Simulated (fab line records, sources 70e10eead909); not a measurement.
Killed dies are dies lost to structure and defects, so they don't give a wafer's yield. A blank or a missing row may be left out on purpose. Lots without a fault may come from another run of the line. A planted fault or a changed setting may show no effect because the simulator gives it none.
One fault seen from 3 desks | flow nand_harc | each desk has only its own numbers; what lay behind them comes last

THE METROLOGY DESK
What the gauges read, lot by lot, whatever tool the lot ran on: means of the sampled wafers that have a number. A lot is out of limits, marked OUT, if its mean lies more than 4 standard deviations from the usual mean; the brackets give that distance.
Columns: A = thk_nm at NHARC_A_ONON_D1_THK_MEAS_21, usual 1002 nm; B = thk_nm at NHARC_A_ONON_D1_THK_MEAS_30, usual 996 nm; C = overlay_x_nm at NHARC_A_CHANNEL_HOLE_D1_OVL_MEAS_11, usual 0.2 nm; D = overlay_y_nm at NHARC_A_CHANNEL_HOLE_D1_OVL_MEAS_11, usual 0.2 nm
lot  | first seen here | A    | B    | C    | D
L472 | day 8 10:23     | 1008 | 997  | 0.0  | -0.7
L473 | day 8 22:42     | 1006 | 1008 | -0.3 | 0.6
L474 | day 9 07:09     | 1009 | 995  | -1.0 | 0.6
L475 | day 9 23:10     | 1005 | 999  | 1.1  | -0.3
L477 | day 10 10:01    | 997  | 1000 | -0.2 | -0.3
L476 | day 10 10:01    | 989  | 990  | 0.3  | -0.2
L478 | day 11 05:14    | 1013 | 985  | -0.4 | -0.4
L488 | day 15 00:30    | 1009 | 980  | -0.7 | -0.0
L491 | day 16 11:46    | 1000 | 1002 | 0.1  | 0.2
L492 | day 16 19:55    | 1011 | 1003 | 0.4  | 0.8
L493 | day 17 10:56    | 1012 | 1009 | 1.3  | 0.7
L494 | day 18 07:18    | 1010 | 976  | -0.2 | 0.6
This desk's finding: nothing out of limits on any of the 12 lots.

THE TOOL OWNER'S DESK: pecvd-01
The tool's own readings at NHARC_A_CHANNEL_HOLE_D1_DEP_01 (deposits SiON, target thk 140 nm): means of the sampled wafers that have a number, for each lot that ran on this tool. A lot is out of limits, marked OUT, if its mean lies more than 4 standard deviations from the usual mean; the brackets give that distance.
Columns: A = heater_power_w at NHARC_A_CHANNEL_HOLE_D1_DEP_01, usual 803 W; B = susceptor_temp_C at NHARC_A_CHANNEL_HOLE_D1_DEP_01, usual 399.99 C
lot  | first seen here | A   | B
L476 | day 10 14:25    | 777 | 399.80
L488 | day 15 05:47    | 771 | 399.83
L494 | day 18 12:25    | 804 | 399.99
This desk's finding: nothing out of limits on any of the 3 lots.

THE DEFECT DESK
What the inspections along the route counted, lot by lot: means of the sampled wafers that have a number. A lot is out of limits, marked OUT, if its mean lies more than 4 standard deviations from the usual mean; the brackets give that distance.
Columns: A = raw_defect_count at NHARC_A_CHANNEL_HOLE_D1_INSPECT_12, usual 6; B = raw_defect_count at NHARC_A_CHANNEL_HOLE_D1_INSPECT_40, usual 72
lot  | first seen here | A             | B
L472 | day 8 15:28     | 10            | 48
L473 | day 9 04:37     | 2             | 41
L474 | day 9 18:16     | 6             | 38
L475 | day 10 04:14    | 3             | 103
L477 | day 10 14:58    | 6             | 57
L476 | day 10 15:14    | 4             | 93
L478 | day 11 10:19    | 3             | 93
L488 | day 15 06:38    | 127 (+39) OUT | 165
L491 | day 16 17:40    | 7             | 55
L492 | day 17 02:41    | 5             | 66
L493 | day 17 15:53    | 4             | 47
L494 | day 18 13:16    | 5             | 64
This desk's finding: out of limits on L488; first on L488, day 15 06:38 (raw_defect_count at NHARC_A_CHANNEL_HOLE_D1_INSPECT_12). In limits: L472, L473, L474, L475, L477, L476, L478, L491, L492, L493, L494.

PUT TOGETHER
The defect desk could have raised an alarm at day 15 06:38, on L488.
The metrology desk saw nothing out of limits.
The tool owner's desk saw nothing out of limits.
The metrology desk has L488 on record, within its limits.
The tool owner's desk has L488 on record, within its limits.
Of the lots named, all ran NHARC_A_CHANNEL_HOLE_D1_DEP_01 on pecvd-01.

WHAT THE SIMULATOR HAD PUT IN
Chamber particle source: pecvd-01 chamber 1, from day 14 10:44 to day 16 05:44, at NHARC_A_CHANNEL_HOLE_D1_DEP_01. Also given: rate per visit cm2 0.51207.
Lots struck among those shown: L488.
Hours from the fault's start to each desk's first reading out of limits: the defect desk, 20.
